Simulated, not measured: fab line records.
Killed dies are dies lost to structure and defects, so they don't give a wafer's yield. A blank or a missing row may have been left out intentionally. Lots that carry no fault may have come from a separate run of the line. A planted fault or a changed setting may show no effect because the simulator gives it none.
Matching of chambers :: flow n5-finfet :: 4 sister chambers for N5_BEOL_M3_ETCH_74 on rie-diel-06
The step etches underlayer in N2/H2, target depth 6.5 nm, time 5.2 s. 27 wafers are shown with their chamber, then 12 later ones without.

## WAFERS WITH THEIR CHAMBER
wafer: L078.2
chamber: 3
showerhead-plenum-p-Torr (Torr): 2.43
drypump-motor-current-A (A): 5.4
throttle-valve-pct (%): 18.12

wafer: L078.3
chamber: 2
showerhead-plenum-p-Torr (Torr): 2.64
drypump-motor-current-A (A): 5.2
throttle-valve-pct (%): 17.99

wafer: L078.6
chamber: 3
showerhead-plenum-p-Torr (Torr): 2.43
drypump-motor-current-A (A): 5.4
throttle-valve-pct (%): 18.11

wafer: L085.1
chamber: 0
showerhead-plenum-p-Torr (Torr): 2.48
drypump-motor-current-A (A): 4.9
throttle-valve-pct (%): 17.63

wafer: L085.4
chamber: 3
showerhead-plenum-p-Torr (Torr): 2.42
drypump-motor-current-A (A): 5.4
throttle-valve-pct (%): 18.13

wafer: L085.6
chamber: 3
showerhead-plenum-p-Torr (Torr): 2.42
drypump-motor-current-A (A): 5.3
throttle-valve-pct (%): 18.17

wafer: L076.3
chamber: 1
showerhead-plenum-p-Torr (Torr): 2.40
drypump-motor-current-A (A): 5.6
throttle-valve-pct (%): 17.70

wafer: L076.4
chamber: 3
showerhead-plenum-p-Torr (Torr): 2.42
drypump-motor-current-A (A): 5.4
throttle-valve-pct (%): 18.13

wafer: L076.6
chamber: 1
showerhead-plenum-p-Torr (Torr): 2.40
drypump-motor-current-A (A): 5.6
throttle-valve-pct (%): 17.69

wafer: L090.2
chamber: 3
showerhead-plenum-p-Torr (Torr): 2.42
drypump-motor-current-A (A): 5.3
throttle-valve-pct (%): 18.19

wafer: L090.4
chamber: 1
showerhead-plenum-p-Torr (Torr): 2.40
drypump-motor-current-A (A): 5.7
throttle-valve-pct (%): 17.70

wafer: L090.6
chamber: 2
showerhead-plenum-p-Torr (Torr): 2.63
drypump-motor-current-A (A): 5.2
throttle-valve-pct (%): 18.06

wafer: L088.2
chamber: 0
showerhead-plenum-p-Torr (Torr): 2.48
drypump-motor-current-A (A): 4.9
throttle-valve-pct (%): 17.65

wafer: L088.3
chamber: 1
showerhead-plenum-p-Torr (Torr): 2.40
drypump-motor-current-A (A): 5.6
throttle-valve-pct (%): 17.70

wafer: L088.6
chamber: 0
showerhead-plenum-p-Torr (Torr): 2.48
drypump-motor-current-A (A): 4.9
throttle-valve-pct (%): 17.62

wafer: L091.2
chamber: 3
showerhead-plenum-p-Torr (Torr): 2.42
drypump-motor-current-A (A): 5.4
throttle-valve-pct (%): 18.17

wafer: L091.5
chamber: 1
showerhead-plenum-p-Torr (Torr): 2.40
drypump-motor-current-A (A): 5.6
throttle-valve-pct (%): 17.72

wafer: L091.6
chamber: 0
showerhead-plenum-p-Torr (Torr): 2.48
drypump-motor-current-A (A): 4.9
throttle-valve-pct (%): 17.61

wafer: L092.1
chamber: 2
showerhead-plenum-p-Torr (Torr): 2.63
drypump-motor-current-A (A): 5.2
throttle-valve-pct (%): 18.03

wafer: L092.2
chamber: 3
showerhead-plenum-p-Torr (Torr): 2.42
drypump-motor-current-A (A): 5.3
throttle-valve-pct (%): 18.17

wafer: L092.4
chamber: 1
showerhead-plenum-p-Torr (Torr): 2.40
drypump-motor-current-A (A): 5.7
throttle-valve-pct (%): 17.73

wafer: L093.2
chamber: 0
showerhead-plenum-p-Torr (Torr): 2.48
drypump-motor-current-A (A): 4.9
throttle-valve-pct (%): 17.64

wafer: L093.4
chamber: 3
showerhead-plenum-p-Torr (Torr): 2.42
drypump-motor-current-A (A): 5.4
throttle-valve-pct (%): 18.20

wafer: L093.6
chamber: 2
showerhead-plenum-p-Torr (Torr): 2.63
drypump-motor-current-A (A): 5.2
throttle-valve-pct (%): 18.03

wafer: L094.1
chamber: 0
showerhead-plenum-p-Torr (Torr): 2.48
drypump-motor-current-A (A): 4.9
throttle-valve-pct (%): 17.62

wafer: L094.2
chamber: 2
showerhead-plenum-p-Torr (Torr): 2.62
drypump-motor-current-A (A): 5.2
throttle-valve-pct (%): 18.03

wafer: L094.3
chamber: 3
showerhead-plenum-p-Torr (Torr): 2.42
drypump-motor-current-A (A): 5.4
throttle-valve-pct (%): 18.18

SIGNATURES (means of the wafers above)
reading: showerhead-plenum-p-Torr
chamber 0: 2.4800
chamber 1: 2.4000
chamber 2: 2.6300
chamber 3: 2.4220
scatter within a chamber: 0.00396

reading: drypump-motor-current-A
chamber 0: 4.900
chamber 1: 5.633
chamber 2: 5.200
chamber 3: 5.370
scatter within a chamber: 0.0386

reading: throttle-valve-pct
chamber 0: 17.6283
chamber 1: 17.7067
chamber 2: 18.0280
chamber 3: 18.1570
scatter within a chamber: 0.0244
Rule: for a wafer and a chamber, the distance is found by dividing, reading by reading, the gap between the wafer's reading and the chamber's mean by the reading's scatter, squaring, summing and taking the root. If the next closest chamber is less than 2 further off than the closest, the wafer can't be placed; otherwise it belongs to the closest. How the scatter is found: for the shown wafers, subtract from each reading the mean of its chamber, square and add these, divide the total by (wafers less chambers), then take the root.

## WAFERS WITHOUT THEIR CHAMBER
wafer: L094.4
showerhead-plenum-p-Torr (Torr): 2.40
drypump-motor-current-A (A): 5.7
throttle-valve-pct (%): 17.76

wafer: L094.5
showerhead-plenum-p-Torr (Torr): 2.63
drypump-motor-current-A (A): 5.2
throttle-valve-pct (%): 18.05

wafer: L094.6
showerhead-plenum-p-Torr (Torr): 2.42
drypump-motor-current-A (A): 5.3
throttle-valve-pct (%): 18.18

wafer: L095.2
showerhead-plenum-p-Torr (Torr): 2.63
drypump-motor-current-A (A): 5.2
throttle-valve-pct (%): 18.05

wafer: L095.5
showerhead-plenum-p-Torr (Torr): 2.48
drypump-motor-current-A (A): 4.9
throttle-valve-pct (%): 17.63

wafer: L095.6
showerhead-plenum-p-Torr (Torr): 2.40
drypump-motor-current-A (A): 5.6
throttle-valve-pct (%): 17.69

wafer: L096.2
showerhead-plenum-p-Torr (Torr): 2.39
drypump-motor-current-A (A): 5.7
throttle-valve-pct (%): 17.71

wafer: L096.5
showerhead-plenum-p-Torr (Torr): 2.48
drypump-motor-current-A (A): 4.9
throttle-valve-pct (%): 17.63

wafer: L096.6
showerhead-plenum-p-Torr (Torr): 2.39
drypump-motor-current-A (A): 5.7
throttle-valve-pct (%): 17.72

wafer: L097.1
showerhead-plenum-p-Torr (Torr): 2.42
drypump-motor-current-A (A): 5.3
throttle-valve-pct (%): 18.19

wafer: L097.5
showerhead-plenum-p-Torr (Torr): 2.62
drypump-motor-current-A (A): 5.2
throttle-valve-pct (%): 18.06

wafer: L097.6
showerhead-plenum-p-Torr (Torr): 2.39
drypump-motor-current-A (A): 5.7
throttle-valve-pct (%): 17.70

## CHAMBER TAKEN BY EACH
wafer: L094.4
from the rows above: 1
in truth: 1

wafer: L094.5
from the rows above: 2
in truth: 2

wafer: L094.6
from the rows above: 3
in truth: 3

wafer: L095.2
from the rows above: 2
in truth: 2

wafer: L095.5
from the rows above: 0
in truth: 0

wafer: L095.6
from the rows above: 1
in truth: 1

wafer: L096.2
from the rows above: 1
in truth: 1

wafer: L096.5
from the rows above: 0
in truth: 0

wafer: L096.6
from the rows above: 1
in truth: 1

wafer: L097.1
from the rows above: 3
in truth: 3

wafer: L097.5
from the rows above: 2
in truth: 2

wafer: L097.6
from the rows above: 1
in truth: 1
Correct placement for 12 of the 12. Left unplaced by these rows: 0. 0 placed wrongly.
